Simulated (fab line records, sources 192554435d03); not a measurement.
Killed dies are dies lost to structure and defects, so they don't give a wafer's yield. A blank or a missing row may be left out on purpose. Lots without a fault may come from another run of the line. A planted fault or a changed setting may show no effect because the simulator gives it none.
fab line records | flow n5_finfet
record lots=6 wafers=18 last_day=18
route steps=1938 shown BEOL_M0_SAQP@651 BEOL_M4@1111
lots that met no fault: from a run of the same line without faults
start_h: hours from the record's first day to the start of the lot's first wafer shown | wait_h: hours since the lot's step before | " the same as in the row above | L1.1+2: a row that stands for several wafers | - no value, or no start given | * or withheld: withheld | < > ~ a bound
route shown NAME@n: a module of which the file shows steps, and the number in the route of the first | usual: mean/standard deviation of fault-free wafers | same: alike in all rows | chamber/n: place in a boat | sites: the reading at each site | _std_site: their standard deviation | _edge_site: outer sites' mean less inner sites' | radius_mm: how far each site lies from the wafer's centre | mask NAME#n: copy n | behind: the tool/chamber that last shaped the wafer | hold: why the lot was held/for how many hours/how that ended | device: the transistor (n, p or np) that didn't switch | end of line: the same wafers' tests at the end of the route | a step without rows: its recipe alone | killed: dies lost to structure and defects at the first sort, not the wafer's yield | map: a wafer's dies, x killed, . not, _ none there
set.NAME: the setting as run; set.NAME@STEP: as run at that earlier step | model.NAME: the simulator's own value behind a step, which no gauge read
lots at some steps of the route; a table a step, a row a wafer
services: from which hour (start_h, from the record's first day; less than 0 if before it) a tool's chamber was out of use, for how many hours, and why
## steps
# step N5_BEOL_M0_SAQP_INSPECT_16
# recipe mode=adi inspect_instrument=brightfield
# usual raw_defect_count=483/130
# columns lot.wafer tool chamber start_h wait_h raw_defect_count
L169.1 defect_inspect-01 - 136.04 0.0 681
L169.3 " - " " 795
L169.5 " - " " 846
L175.1 defect_inspect-02 - 171.01 0.0 688
L175.3 " - " " 596
L175.6 " - " " 582
L176.2 defect_inspect-01 - 175.94 0.0 342
L176.4 " - " " 377
L176.6 " - " " 492
L180.2 defect_inspect-02 - 199.85 0.0 445
L180.3 " - " " 281
L180.4 " - " " 302
L182.1 defect_inspect-01 - 210.50 0.0 483
L182.3 " - " " 471
L182.4 " - " " 492
L188.2 defect_inspect-01 - 257.49 0.0 276
L188.4 " - " " 449
L188.6 " - " " 452
# step N5_BEOL_M0_SAQP_DESCUM_19
# recipe chemistry=O2 time_s=7.9 source_power_w=50 bias_power_w=20 pressure_mtorr=20 rf_frequency_hz=2.712e+07 temp_c=40 resist=CAR-ArF o2_flow_sccm=225
# usual drypump_motor_current_A=5.8/0.39 o2_flow_sccm=225.0/0.59 oes_product_au=0.76/0.082 rf_vpp_V=242.6/1.4 showerhead_plenum_p_Torr=2.06/0.067 throttle_valve_pct=20.40/0.24
# columns lot.wafer tool chamber start_h wait_h drypump_motor_current_A o2_flow_sccm oes_product_au rf_hours_counter_h rf_vpp_V showerhead_plenum_p_Torr throttle_valve_pct
L169.1 rie_diel-03 3 136.30 0.3 6.2 224.2 0.81 92 242.9 2.03 20.41
L169.3 " 1 " " 4.7 225.2 0.67 241 243.7 2.14 20.49
L169.5 " 3 " " 6.2 224.8 0.81 - 242.8 2.03 20.42
L175.1 rie_diel-02 1 171.30 0.3 5.7 224.6 0.77 133 239.5 1.93 19.95
L175.3 " 0 " " 5.7 225.1 0.75 142 241.0 2.09 20.63
L175.6 " 3 " " 6.3 225.3 0.68 - 243.5 2.14 20.20
L176.2 rie_diel-03 2 175.99 0.1 6.2 225.0 0.73 164 242.0 2.00 20.37
L176.4 " 0 " " 6.0 224.0 0.76 - 242.8 2.00 20.59
L176.6 " 3 " " 6.2 225.3 0.80 - 240.6 2.02 20.42
L180.2 rie_diel-03 2 199.89 0.0 6.2 225.4 0.73 172 241.0 2.00 20.37
L180.3 " 0 " " 6.1 224.7 0.76 184 242.5 2.00 20.59
L180.4 " 3 " " 6.2 225.1 0.79 112 241.4 2.02 20.44
L182.1 rie_diel-03 1 210.54 0.0 4.7 226.2 0.98 5 244.5 2.14 20.11
L182.3 " 3 " " 6.2 225.2 0.78 115 242.4 2.02 20.46
L182.4 " 2 " " 6.2 224.8 0.73 175 240.8 1.99 20.37
L188.2 rie_diel-04 0 257.52 0.0 5.6 224.6 0.69 226 242.4 2.06 20.76
L188.4 " 0 " " 5.6 225.5 0.68 - 242.0 2.06 20.77
L188.6 " 1 " " 6.1 224.8 0.73 - 244.1 2.17 20.32
# step N5_BEOL_M0_SAQP_ETCH_83
# recipe chemistry=CF4 target=SiARC target_depth_a=390 mask_material=CAR-ArF time_s=65 ion_energy_ev=80 pressure_mtorr=40 source_w=545 bias_w=36 Ar_flow_sccm=100 cf4_flow_sccm=100 ends=cleared
# usual drypump_motor_current_A=5.8/0.39 etch_rf_on_time_s=65.3/1 oes_product_au=0.65/0.071 rf_vpp_V=183.5/1.1 showerhead_plenum_p_Torr=2.11/0.066 throttle_valve_pct=15.62/0.23
# columns lot.wafer tool chamber start_h wait_h drypump_motor_current_A etch_rf_on_time_s oes_product_au rf_hours_counter_h rf_vpp_V showerhead_plenum_p_Torr throttle_valve_pct
L169.1 rie_diel-03 3 136.33 0.0 6.2 65.8 0.69 92 183.8 2.08 15.55
L169.3 " 1 " " 4.8 65.2 0.57 241 182.9 2.20 15.77
L169.5 " 3 " " 6.2 65.6 0.69 - 183.0 2.08 15.55
L175.1 rie_diel-02 1 171.34 0.0 5.7 63.2 0.67 133 182.5 1.99 15.21
L175.3 " 0 " " 5.7 66.0 0.63 142 184.7 2.15 15.81
L175.6 " 3 " " 6.3 66.5 0.58 - 185.1 2.19 15.55
L176.2 rie_diel-03 2 176.03 0.0 6.2 65.6 0.63 164 181.9 2.06 15.63
L176.4 " 0 " " 6.1 65.8 0.64 - 181.3 2.04 15.74
L176.6 " 3 " " 6.2 65.5 0.68 - 183.6 2.07 15.58
L180.2 rie_diel-03 2 199.92 0.0 6.2 65.8 0.62 172 183.7 2.06 15.64
L180.3 " 0 " " 6.1 66.6 0.64 184 181.9 2.04 15.75
L180.4 " 3 " " 6.2 65.6 0.68 112 183.1 2.07 15.58
L182.1 rie_diel-03 1 210.57 0.0 4.7 62.2 0.84 5 183.8 2.19 15.28
L182.3 " 3 " " 6.2 65.5 0.67 115 182.9 2.07 15.58
L182.4 " 2 " " 6.2 64.9 0.62 175 182.6 2.06 15.65
L188.2 rie_diel-04 0 257.55 0.0 5.6 65.2 0.58 226 185.1 2.12 16.01
L188.4 " 0 " " 5.6 65.6 0.58 - 184.3 2.12 15.99
L188.6 " 1 " " 6.1 65.8 0.62 - 184.3 2.22 15.58
# step N5_BEOL_M0_SAQP_ETCH_84
# recipe chemistry=N2/H2 target=SOC target_depth_a=1000 overetch_a=200 mask_material=SiARC temp_c=40 time_s=150 ion_energy_ev=200 pressure_mtorr=30 source_w=840 bias_w=150 n2_flow_sccm=200 h2_flow_sccm=200
# step N5_BEOL_M0_SAQP_STRIP_80
# recipe chemistry=N2/H2 temp_c=40 n2_flow_sccm=200 h2_flow_sccm=200 rf_frequency_hz=6e+07
# step N5_BEOL_M0_SAQP_HM_OPEN_112
# recipe chemistry=CHF3/O2 target=SiO2 stop_on=a-Si target_depth_a=120 over_etch_frac=1.25 mask_material=SOC time_s=13.5 pressure_mtorr=30 source_w=650 bias_w=170 Ar_flow_sccm=200 CHF3_flow_sccm=50 O2_flow_sccm=5 ion_energy_ev=200 ends=end_point
# step N5_BEOL_M0_SAQP_STRIP_113
# recipe chemistry=CHF3/O2 resist=SiARC rf_frequency_hz=6e+07
# step N5_BEOL_M0_SAQP_MANDREL_ETCH_20
# recipe target_depth_a=600 chemistry=HBr/Cl2 target=a-Si stop_on=SiNx bt_time_s=10 mask_material=SOC over_etch_frac=0.5 time_s=30 pressure_mtorr=10 icp_w=800 bias_w=75 HBr_flow_sccm=150 Cl2_flow_sccm=80 ends=end_point
# step N5_BEOL_M0_SAQP_STRIP_86
# recipe chemistry=N2/H2 power_w=500 temp_c=40 pressure_mtorr=50 rf_frequency_hz=6e+07 overash_fraction=0.3 bias_power_w=28 h2_frac=0.5 n2_flow_sccm=300 h2_flow_sccm=300
# usual drypump_motor_current_A=5.8/0.42 n2_flow_sccm=300.0/0.87 oes_product_au=0.76/0.087 rf_vpp_V=121.7/1.5 showerhead_plenum_p_Torr=3.31/0.1 throttle_valve_pct=18.9/0.31
# same overash_fraction=0.3
# columns lot.wafer tool chamber start_h wait_h drypump_motor_current_A n2_flow_sccm oes_product_au rf_hours_counter_h rf_vpp_V showerhead_plenum_p_Torr throttle_valve_pct
L169.1 rie_diel-02 2 136.68 0.1 5.2 301.1 0.68 248 122.6 3.29 18.6
L169.3 " 3 " " 6.3 299.2 0.69 244 121.3 3.45 19.0
L169.5 " 2 " " 5.1 299.1 0.66 - 122.1 3.29 18.6
L175.1 rie_diel-02 3 171.81 0.2 6.3 301.0 0.68 257 120.4 3.44 19.1
L175.3 " 1 " " 5.7 298.2 0.77 134 120.3 3.11 18.4
L175.6 " 0 " " 5.7 300.4 0.73 - 122.2 3.36 19.3
L176.2 rie_diel-04 0 176.37 0.1 5.6 300.1 0.70 200 120.1 3.33 19.0
L176.4 " 2 " " 5.7 299.8 0.67 248 123.3 3.30 19.2
L176.6 " 0 " " 5.6 298.8 0.70 - 121.6 3.33 19.0
L180.2 rie_diel-04 1 200.26 0.1 6.1 299.9 0.74 165 121.0 3.49 18.9
L180.3 " 3 " " 5.8 300.5 0.73 221 119.2 3.32 19.2
L180.4 " 0 " " 5.6 300.1 0.68 209 123.4 3.33 19.1
L182.1 rie_diel-02 1 211.01 0.2 5.7 299.7 0.76 147 120.8 3.10 18.4
L182.3 " 3 " " 6.3 299.7 0.94 7 122.4 3.44 18.7
L182.4 " 0 " " 5.7 299.7 0.73 157 121.3 3.36 19.3
L188.2 rie_diel-03 3 257.89 0.1 6.2 300.1 0.77 128 123.3 3.24 18.9
L188.4 " 1 " " 4.7 299.8 0.94 19 121.5 3.42 18.5
L188.6 " 1 " " 4.7 300.3 0.94 - 120.1 3.42 18.5
# step N5_BEOL_M0_SAQP_STRIP_115
# recipe chemistry=post_etch_residue_remover time_s=60 temp_c=25 remover_ph=withheld remover_water_wt_pct=withheld remover_fluoride_wt_pct=withheld
# step N5_BEOL_M0_SAQP_SRD_93
# recipe dry=ipa_marangoni time_s=30 temp_c=23 rinse_liquid=diw
# step N5_BEOL_M0_SAQP_RECESS_114
# recipe chemistry=HF/NH3 target=SiO2 target_depth_a=144 afs_cycles=3 temp_c=30 sublimation_temp_c=180 sublimation_time_s=60
# usual drypump_motor_current_A=5.4/0.59 foreline_p_Torr=0.1280/0.00034
# same afs_cycles=3
# columns lot.wafer tool chamber start_h wait_h drypump_motor_current_A foreline_p_Torr
L169.1 vapor_etch-02 0 136.81 0.0 5.4 0.1277
L169.3 " 1 " " 4.7 0.1284
L169.5 " 1 " " 4.7 0.1280
L175.1 vapor_etch-02 0 171.94 0.0 5.4 0.1278
L175.3 " 1 " " 4.7 0.1278
L175.6 " 0 " " 5.4 0.1280
L176.2 vapor_etch-02 0 176.50 0.0 5.4 0.1287
L176.4 " 1 " " 4.7 0.1280
L176.6 " 1 " " 4.7 0.1279
L180.2 vapor_etch-02 1 200.71 0.3 4.7 0.1283
L180.3 " 0 " " 5.4 0.1280
L180.4 " 1 " " 4.7 0.1283
L182.1 vapor_etch-01 0 211.14 0.0 6.3 0.1279
L182.3 " 1 " " 5.6 0.1281
L182.4 " 0 " " 6.3 0.1281
L188.2 vapor_etch-02 1 258.02 0.0 4.7 0.1278
L188.4 " 0 " " 5.3 0.1285
L188.6 " 1 " " 4.7 0.1283
# step N5_BEOL_M0_SAQP_SPACER1_ALD_98
# recipe material=SiO2 target_thk_a=128 temp_c=300 ald_precursor_family=BDEAS ald_co_reactant=O2-plasma pulse_time_s=1 purge_time_s=2 co_reactant_purge_time_s=2 ald_cycles=138 pressure_torr=2
# usual ald_cycles=138/0 chamber_pressure_Torr=2.000/0.0038 heater_power_w=478/38 precursor_pulse_height_rel=1.002/0.019 susceptor_temp_C=300.00/0.2
# columns lot.wafer tool chamber start_h wait_h ald_cycles chamber_pressure_Torr heater_power_w precursor_pulse_height_rel susceptor_temp_C
L169.1 ald_sin-04 1 137.20 0.3 138 1.999 481 0.991 300.47
L169.3 " 3 " " 138 2.008 519 0.998 300.17
L169.5 " 1 " " 138 1.996 479 0.981 300.48
L175.1 ald_sin-03 2 172.38 0.3 - - - - -
L175.3 " 0 " " - - - - -
L175.6 " 3 " " - - - - -
L176.2 ald_sin-03 3 179.33 2.7 - - - - -
L176.4 " 2 " " - - - - -
L176.6 " 3 " " - - - - -
L180.2 ald_sin-02 1 201.10 0.3 138 2.000 495 1.020 299.78
L180.3 " 3 " " 138 1.994 464 0.982 299.95
L180.4 " 2 " " 138 2.001 424 0.967 300.07
L182.1 ald_sin-03 0 213.05 1.8 138 1.997 520 0.989 299.83
L182.3 " 3 " " 138 1.995 525 0.997 299.91
L182.4 " 1 " " 138 1.996 512 0.963 300.27
L188.2 ald_sin-02 2 258.53 0.4 138 2.003 427 0.978 299.66
L188.4 " 0 " " 138 2.003 423 0.978 300.15
L188.6 " 3 " " 138 2.001 474 1.016 299.74
# step N5_BEOL_M0_SAQP_SPACER1_ETCHBACK_99
# recipe chemistry=CHF3/O2 mode=anisotropic_etchback target=SiO2 target_depth_a=154 time_s=7.7 pressure_mtorr=30 source_w=650 bias_w=170 Ar_flow_sccm=200 CHF3_flow_sccm=50 O2_flow_sccm=5 ion_energy_ev=200
# step N5_BEOL_M0_SAQP_MANDREL1_REMOVE_100
# recipe chemistry=HBr/Cl2/O2 bt_time_s=10 target=a-Si stop_on=SiNx endpoint=OES-SiCl over_etch_frac=0.85 icp_w=600 bias_w=30 HBr_flow_sccm=150 Cl2_flow_sccm=80 O2_flow_sccm=5 pressure_mtorr=10
# usual drypump_motor_current_A=5.7/0.4 he_backside_leak_sccm=2.75/0.24 oes_product_au=0.992/0.017 throttle_valve_pct=36.61/0.29
# same bt_time_s=10
# columns lot.wafer tool chamber start_h wait_h drypump_motor_current_A he_backside_leak_sccm oes_product_au rf_hours_counter_h throttle_valve_pct model.BEOL_M0_SAQP.cd_nm
L169.1 rie_si-04 2 137.76 0.1 5.7 2.44 0.986 20 36.82 12.8
L169.3 " 1 " " 6.3 2.97 1.031 85 36.84 12.8
L169.5 " 3 " " 5.9 3.09 1.001 - 36.54 12.6
L175.1 rie_si-03 3 173.08 0.1 5.2 2.83 0.994 182 36.48 41.6
L175.3 " 2 " " 5.7 2.70 1.021 136 37.01 42
L175.6 " 1 " " 5.3 2.49 0.974 - 36.19 41
L176.2 rie_si-04 3 179.90 0.1 5.9 3.16 0.998 3 36.55 42.6
L176.4 " 2 " " 5.7 2.43 0.991 21 36.82 42.6
L176.6 " 1 " " 6.3 2.89 1.030 - 36.82 42.4
L180.2 rie_si-04 1 201.66 0.1 6.3 3.08 1.021 86 36.83 12.8
L180.3 " 0 " " 6.0 2.59 0.992 1 36.26 12.8
L180.4 " 3 " " 5.9 3.11 0.991 3 36.54 12.8
L182.1 rie_si-03 2 213.94 0.1 5.7 2.74 1.013 137 37.01 13
L182.3 " 3 " " 5.2 2.95 0.995 183 36.48 12.8
L182.4 " 0 " " 5.4 2.66 1.002 9 36.10 12.8
L188.2 rie_si-02 1 259.09 0.1 5.3 3.03 0.969 11 37.08 13
L188.4 " 1 " " 5.3 2.97 0.976 - 37.08 12.8
L188.6 " 2 " " 6.3 2.73 0.967 - 36.63 12.8
# step N5_BEOL_M0_SAQP_CD_MEAS_25
# recipe target_cd_nm=13.1 landing_energy_ev=1000 detector=se_inlens
# usual cd_nm=12.84/0.2
# same landing_energy_ev=1000
# columns lot.wafer tool chamber start_h wait_h cd_nm
L169.1 cd_sem-02 0 137.87 0.1 13.23
L169.3 " 0 " " 12.49
L169.5 " 0 " " 12.84
L175.1 cd_sem-01 0 173.19 0.1 -
L175.3 " 0 " " -
L175.6 " 0 " " -
L176.2 cd_sem-02 0 180.01 0.1 -
L176.4 " 0 " " -
L176.6 " 0 " " -
L180.2 cd_sem-03 0 201.77 0.1 13.00
L180.3 " 0 " " 12.70
L180.4 " 0 " " 13.07
L182.1 cd_sem-03 0 214.05 0.1 12.90
L182.3 " 0 " " 12.93
L182.4 " 0 " " 12.74
L188.2 cd_sem-02 0 259.20 0.1 12.65
L188.4 " 0 " " 13.02
L188.6 " 0 " " 12.96
# step N5_BEOL_M0_SAQP_ETCH_101
# recipe chemistry=CH3F/O2 target=SiNx mask_material=SiO2 target_depth_a=299 time_s=42.7 pressure_mtorr=30 source_w=395 bias_w=73 Ar_flow_sccm=150 CH3F_flow_sccm=30 O2_flow_sccm=20 ion_energy_ev=120
# step N5_BEOL_M0_SAQP_ETCH_102
# recipe chemistry=CF4 target=SiO2 target_depth_a=40 ion_energy_ev=350 time_s=4.4 pressure_mtorr=10 icp_w=800 bias_w=400 cf4_flow_sccm=80
# step N5_BEOL_M0_SAQP_MANDREL_ETCH_103
# recipe chemistry=HBr/Cl2 target=a-Si target_depth_a=450 bt_time_s=10 stop_on=SiCN mask_material=SiO2 over_etch_frac=0.8 time_s=27 pressure_mtorr=10 icp_w=800 bias_w=75 HBr_flow_sccm=150 Cl2_flow_sccm=80 ends=end_point
# step N5_BEOL_M0_SAQP_RECESS_104
# recipe chemistry=HF/NH3 target=SiO2 target_depth_a=180 afs_cycles=3 temp_c=30 sublimation_temp_c=180 sublimation_time_s=60
# step N5_BEOL_M0_SAQP_COAT_105
# recipe resist=SOC temp_c=250 time_s=60 spin_rpm=1500 resist_thk_nm=100
# step N5_BEOL_M0_SAQP_ETCH_106
# recipe chemistry=N2/H2 target=SOC target_depth_a=1500 stop_on=SiNx ion_energy_ev=100 bias_w=61 pressure_mtorr=30 source_w=850 n2_flow_sccm=200 h2_flow_sccm=200
# step N5_BEOL_M0_SAQP_ETCH_107
# recipe chemistry=CH3F/O2 target=SiNx target_depth_a=300 mask_material=SOC pressure_mtorr=30 source_w=395 bias_w=73 Ar_flow_sccm=150 CH3F_flow_sccm=30 O2_flow_sccm=20 ion_energy_ev=120
# step N5_BEOL_M0_SAQP_STRIP_108
# recipe chemistry=N2/H2 power_w=500 temp_c=40 pressure_mtorr=50 rf_frequency_hz=6e+07 overash_fraction=0.3 bias_power_w=28 h2_frac=0.5 n2_flow_sccm=300 h2_flow_sccm=300
# step N5_BEOL_M0_SAQP_RECESS_109
# recipe chemistry=HF/NH3 target=SiO2 target_depth_a=30 afs_cycles=1 temp_c=30 sublimation_temp_c=180 sublimation_time_s=60
# step N5_BEOL_M0_SAQP_SPACER2_ALD_26
# recipe material=SiO2 target_thk_a=150 temp_c=300 ald_precursor_family=BDEAS ald_co_reactant=O2-plasma pulse_time_s=1 purge_time_s=2 co_reactant_purge_time_s=2 pressure_torr=2
# step N5_BEOL_M0_SAQP_SPACER2_ETCHBACK_27
# recipe chemistry=CHF3/O2 mode=anisotropic_etchback target=SiO2 target_depth_a=225 time_s=11.25 pressure_mtorr=30 source_w=650 bias_w=170 Ar_flow_sccm=200 CHF3_flow_sccm=50 O2_flow_sccm=5 ion_energy_ev=200
# usual drypump_motor_current_A=5.8/0.43 oes_product_au=0.76/0.083 rf_vpp_V=522/5.1 showerhead_plenum_p_Torr=2.37/0.073 throttle_valve_pct=18.90/0.24
# columns lot.wafer tool chamber start_h wait_h drypump_motor_current_A oes_product_au rf_hours_counter_h rf_vpp_V showerhead_plenum_p_Torr throttle_valve_pct
L169.1 rie_diel-03 2 139.43 0.3 6.2 0.75 152 519 2.32 18.86
L169.3 " 1 " " 4.7 0.68 241 525 2.48 19.04
L169.5 " 3 " " 6.2 0.81 - 514 2.34 18.86
L175.1 rie_diel-03 3 175.19 0.3 6.2 0.80 104 513 2.33 18.87
L175.3 " 0 " " 6.1 0.76 176 526 2.31 19.06
L175.6 " 3 " " 6.2 0.79 - 513 2.33 18.88
L176.2 rie_diel-02 0 181.65 0.3 5.7 0.75 147 520 2.42 19.15
L176.4 " 0 " " 5.7 0.74 - 520 2.42 19.15
L176.6 " 2 " " 5.2 0.99 - 520 2.37 18.35
L180.2 rie_diel-03 3 203.63 0.3 6.2 0.78 113 513 2.33 18.88
L180.3 " 0 " " 6.1 0.75 185 523 2.30 19.07
L180.4 " 1 " " 4.7 1.00 3 526 2.47 18.62
L182.1 rie_diel-02 2 215.61 0.3 5.2 0.95 11 521 2.36 18.37
L182.3 " 0 " " 5.7 0.73 158 519 2.42 19.18
L182.4 " 1 " " 5.7 0.76 148 515 2.23 18.46
L188.2 rie_diel-03 2 261.64 0.3 6.2 0.71 190 520 2.30 18.91
L188.4 " 0 " " 6.1 0.73 202 523 2.30 19.09
L188.6 " 1 " " 4.7 0.93 - 525 2.46 18.65
# step N5_BEOL_M0_SAQP_MANDREL2_REMOVE_110
# recipe chemistry=HBr/Cl2/O2 bt_time_s=10 target=a-Si stop_on=SiCN endpoint=OES-SiCl over_etch_frac=1 icp_w=600 bias_w=30 HBr_flow_sccm=150 Cl2_flow_sccm=80 O2_flow_sccm=5 pressure_mtorr=10
# usual drypump_motor_current_A=5.6/0.38 he_backside_leak_sccm=2.8/0.31 oes_product_au=0.991/0.015 throttle_valve_pct=36.61/0.3
# same bt_time_s=10
# columns lot.wafer tool chamber start_h wait_h drypump_motor_current_A he_backside_leak_sccm oes_product_au rf_hours_counter_h throttle_valve_pct model.BEOL_M0_SAQP.cd_nm
L169.1 rie_si-03 3 139.52 0.1 5.2 2.9 0.990 182 36.49 15
L169.3 " 0 " " 5.4 2.6 0.995 8 36.09 15
L169.5 " 0 " " 5.4 2.6 0.992 - 36.08 14.8
L175.1 rie_si-02 0 175.28 0.1 5.2 2.5 0.998 13 36.66 42.2
L175.3 " 1 " " 5.3 2.9 0.982 10 37.06 42.4
L175.6 " 3 " " 5.5 2.6 0.977 - 36.70 41.8
L176.2 rie_si-04 2 181.73 0.1 5.7 2.6 0.990 21 36.80 42.4
L176.4 " 3 " " 5.8 5.0 0.996 3 36.54 42.4
L176.6 " 3 " " 5.8 3.3 1.006 - 36.53 42.2
L180.2 rie_si-03 2 203.72 0.1 5.7 2.7 1.020 137 37.00 15
L180.3 " 3 " " 5.2 3.0 0.991 183 36.48 15
L180.4 " 1 " " 5.3 2.9 0.965 1 36.19 15
L182.1 rie_si-04 1 215.69 0.1 6.3 3.0 1.018 87 36.83 14.8
L182.3 " 3 " " 5.9 3.0 0.987 3 36.53 15
L182.4 " 2 " " 5.7 2.5 0.982 22 36.80 14.8
L188.2 rie_si-02 2 261.72 0.1 6.4 2.6 0.996 8 36.65 15
L188.4 " 2 " " 6.4 2.6 0.982 - 36.64 15
L188.6 " 0 " " 5.2 2.5 1.001 - 36.67 15
# step N5_BEOL_M0_SAQP_CD_MEAS_29
# recipe target_cd_nm=14.4 landing_energy_ev=1000 detector=se_inlens
# usual cd_nm=14.96/0.22
# same landing_energy_ev=1000
# columns lot.wafer tool chamber start_h wait_h cd_nm
L169.1 cd_sem-01 0 139.63 0.1 15.05
L169.3 " 0 " " 15.17
L169.5 " 0 " " 14.85
L175.1 cd_sem-01 0 175.39 0.1 -
L175.3 " 0 " " -
L175.6 " 0 " " -
L176.2 cd_sem-03 0 181.84 0.1 -
L176.4 " 0 " " -
L176.6 " 0 " " -
L180.2 cd_sem-03 0 203.83 0.1 15.02
L180.3 " 0 " " 15.26
L180.4 " 0 " " 14.84
L182.1 cd_sem-01 0 215.80 0.1 14.77
L182.3 " 0 " " 14.98
L182.4 " 0 " " 14.93
L188.2 cd_sem-03 0 261.83 0.1 15.15
L188.4 " 0 " " 15.17
L188.6 " 0 " " 14.96
# step N5_BEOL_M4_RC_MEAS_101
# usual DIBL_N=35.7/1.3 DIBL_P=35.4/1.8 IOFF_N=0.152/0.027 IOFF_P=0.20/0.034 ION_N=672/9.8 ION_P=461/7.5 SS_N=71.4/0.55 SS_P=73.1/0.61 VT_N=251/3.3 VT_P=-251/3.6
# columns lot.wafer tool chamber start_h wait_h DIBL_N[mV/V] DIBL_P[mV/V] IOFF_N[nA/um] IOFF_P[nA/um] ION_N[uA/um] ION_P[uA/um] SS_N[mV/dec] SS_P[mV/dec] VT_N[mV] VT_P[mV]
L169.1 prober-01 0 191.09 0.0 36.1 37.9 0.183 0.20 686 468 71.6 73.1 250 -254
L169.3 " 0 " " 35.8 36.7 0.166 0.18 681 458 71.2 72.8 251 -255
L169.5 " 0 " " 36.6 37.1 0.186 0.19 682 456 71.3 73.1 248 -254
L180.2 prober-01 0 256.24 0.2 38.1 37.4 0.178 0.22 667 456 71.9 74.0 248 -251
L180.3 " 0 " " 37.8 36.4 0.179 0.20 676 455 72.1 74.4 249 -253
L180.4 " 0 " " 35.4 34.7 0.144 0.17 678 452 71.8 72.4 249 -255
L182.1 prober-01 0 278.95 0.0 34.8 32.8 0.136 0.18 670 458 71.3 72.6 252 -252
L182.3 " 0 " " 34.5 33.8 0.143 0.19 681 463 71.1 73.5 252 -250
L182.4 " 0 " " 33.6 31.4 0.121 0.16 662 456 70.7 73.1 252 -250
L188.2 prober-02 0 318.63 0.2 33.7 33.3 0.112 0.18 669 470 70.2 72.8 255 -250
L188.4 " 0 " " 32.7 31.1 0.097 0.15 661 459 71.1 72.6 258 -252
L188.6 " 0 " " 32.1 30.5 0.093 0.16 651 457 70.2 72.6 257 -253
## services
# columns tool chamber start_h hours kind
rie_diel-02 1 128.59 14.5 repair
rie_diel-02 2 143.09 - clean
rie_diel-02 2 143.09 - consumable_replace:focus_ring
rie_diel-02 2 143.09 35.0 scheduled_down
ald_sin-03 - 143.78 28.1 pm
rie_si-03 - 156.26 0.4 repair
rie_si-04 - 169.75 0.3 repair
rie_diel-03 1 170.57 - clean
rie_diel-03 1 170.57 - consumable_replace:focus_ring
rie_diel-03 1 170.57 23.4 scheduled_down
rie_diel-03 1 170.57 23.4 vent_cycle
ald_sin-04 - 176.82 14.0 pm
ald_sin-03 - 187.19 2.6 repair
vapor_etch-02 - 188.38 2.7 repair
rie_si-03 - 196.64 4.1 repair
ald_sin-03 0 199.37 8.0 repair
vapor_etch-02 - 214.92 0.8 repair
rie_si-03 2 223.85 9.8 repair
rie_si-04 1 224.20 11.2 repair
ald_sin-03 1 244.08 2.7 repair
rie_si-04 0 248.69 4.0 repair
rie_diel-04 2 250.08 2.5 repair
ald_sin-04 2 253.48 2.3 repair
rie_diel-04 3 257.50 8.1 repair
## key
first_sign step=N5_BEOL_M0_SAQP_SPACER1_ALD_98 reading=tool_record direction=missing
effect step=N5_BEOL_M0_SAQP_CD_MEAS_25 reading=cd_nm direction=missing
effect step=N5_BEOL_M0_SAQP_CD_MEAS_29 reading=cd_nm direction=missing
model_effect step=N5_BEOL_M0_SAQP_MANDREL1_REMOVE_100 value=BEOL_M0_SAQP.cd_nm without=12.83 struck=42.03
model_effect step=N5_BEOL_M0_SAQP_MANDREL2_REMOVE_110 value=BEOL_M0_SAQP.cd_nm without=14.97 struck=42.23
met_at N5_BEOL_M0_SAQP_SPACER1_ALD_98
struck_wafers L175.1,L175.3,L175.6,L176.2,L176.4,L176.6
later_rows_left_out L175.1,L175.3,L175.6,L176.2,L176.4,L176.6
sort_left_out L175.1,L175.3,L175.6,L176.2,L176.4,L176.6
fault kind=skipped_step_whole tool=ald_sin-03 chamber=- onset_h=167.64 steps=N5_BEOL_M0_SAQP_SPACER1_ALD_98 scope=struck_lots_only
# sort_left_out: the simulated sort isn't trusted on such a fault, so these wafers' sort isn't shown, and their yield isn't known
# later_rows_left_out: the simulator's readings of these wafers behind a module that went badly wrong aren't trusted and aren't shown, but for the sort
